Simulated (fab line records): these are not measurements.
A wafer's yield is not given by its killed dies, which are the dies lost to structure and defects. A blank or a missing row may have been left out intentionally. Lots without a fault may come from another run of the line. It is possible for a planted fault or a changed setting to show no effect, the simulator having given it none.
A struck lot beside a sound one ; flow nandHarc ; 14 steps out of a route of 1302
Sound: these wafers, L363.3, L363.5, L363.6. Struck: wafers L354.1, L354.6. (L354.4 of the same lot was not struck and is left out.) The cause comes at the end.
For every step that has rows: the tool of each side, followed by ch and its chambers, followed by its first start. Under that, the readings that differ: sound wafers ; struck wafers ; difference of the means ; sigmas: that difference in standard deviations of wafers without a fault.
alike: a reading whose means differ by less than 2 such deviations, as well as words and numbers matching on both sides. not compared: withheld readings; readings where some wafer has no value; bounds like >300 that might hide an equal value; numbers whose values overlap and for which the record gives no deviation.
Wherever a step has rows on one side only, a row that says differs or no value, or a row with sigmas, the two part there. When numbers do not overlap yet have no deviation, they are printed without sigmas and do not part them. A reading that every wafer of one side lacks parts them only if that side has two wafers or more.

first, 4 steps without rows for these wafers: NHARC_P_BONDPAD_EBR_05; NHARC_P_BONDPAD_EXPOSE_06 (exposes mask P BPAD); NHARC_P_BONDPAD_PEB_07 (peb time 80 s); NHARC_P_BONDPAD_DEVELOP_08 (time 50 s).
NHARC_P_BONDPAD_CD_MEAS_09 targets a cd of 500 nm.
  sound on cdSem-03 ch 0, day 12 11:22; struck on cdSem-02 ch 0, day 8 12:49
  alike: cdNm
NHARC_P_BONDPAD_OVL_MEAS_38:
  struck on overlay-01, day 8 12:55; sound on overlay-02, day 12 11:27
reading;sound;struck;difference;sigmas
overlayYNm (nm);-10 -9 -10;3 4;+13;+2
  alike: overlayXNm
then, 1 step without rows for these wafers: NHARC_P_BONDPAD_HARDBAKE_10 (time 65 s).
NHARC_P_BONDPAD_DESCUM_11: chemistry O2, time 3 s.
  sound on rieDiel-03 ch 2,3, day 12 11:35; struck on rieDiel-03 ch 2, day 8 13:02
  alike: drypumpMotorCurrentA, oesProductAu, rfVppV, showerheadPlenumPTorr, throttleValvePct
  not compared: rfHoursCounterH
NHARC_P_BONDPAD_ETCH_37: etches the open film in N2/H2, target depth 60 nm, overetch 18 nm, time 65.91 s.
  sound on rieDiel-03 ch 1,2, day 12 11:40; struck on rieDiel-03 ch 0,2, day 8 13:07
  alike: drypumpMotorCurrentA, oesProductAu, rfVppV, showerheadPlenumPTorr, throttleValvePct
  not compared: rfHoursCounterH
NHARC_P_BONDPAD_ETCH_12: etches the open film in CHF3/O2, target depth 200 nm, time 100 s.
  sound on rieDiel-03 ch 0,3; struck on rieDiel-03 ch 0,2
  alike: drypumpMotorCurrentA, oesProductAu, rfVppV, showerheadPlenumPTorr, throttleValvePct
  not compared: rfHoursCounterH
NHARC_P_BONDPAD_CD_MEAS_13:
  struck on cdSem-01, day 8 13:21; sound on cdSem-01, day 12 11:54
  alike: cdNm
NHARC_P_BONDPAD_STRIP_15: strips in O2.
  sound on rieDiel-08 ch 0,1, day 12 11:58; struck on rieDiel-03 ch 1,3, day 8 13:28
  alike: drypumpMotorCurrentA, oesProductAu, rfVppV, showerheadPlenumPTorr, throttleValvePct
  not compared: rfHoursCounterH
NHARC_P_BONDPAD_ETCH_24: etches the open film in CF4/N2, target depth 30 nm, time 72.99 s.
  sound on rieDiel-08 ch 2,3, day 12 12:07; struck on rieDiel-03 ch 0, day 8 13:35
reading;sound;struck;difference;sigmas
drypumpMotorCurrentA (A);5.2 5.3 5.5;6.1 6.2;+0.8;+2
oesProductAu (a.u.);1.011 1.014 0.994;0.808 0.815;-0.195;-16
  alike: rfVppV, showerheadPlenumPTorr, throttleValvePct
  not compared: rfHoursCounterH
then, 1 step without rows for these wafers: NHARC_P_BONDPAD_STRIP_16 (strips in post etch residue remover, time 600 s).

WHERE THEY PART
Last at NHARC_P_BONDPAD_ETCH_24 as far as this record goes, first at NHARC_P_BONDPAD_OVL_MEAS_38.

WHY: what had been put in by the simulator
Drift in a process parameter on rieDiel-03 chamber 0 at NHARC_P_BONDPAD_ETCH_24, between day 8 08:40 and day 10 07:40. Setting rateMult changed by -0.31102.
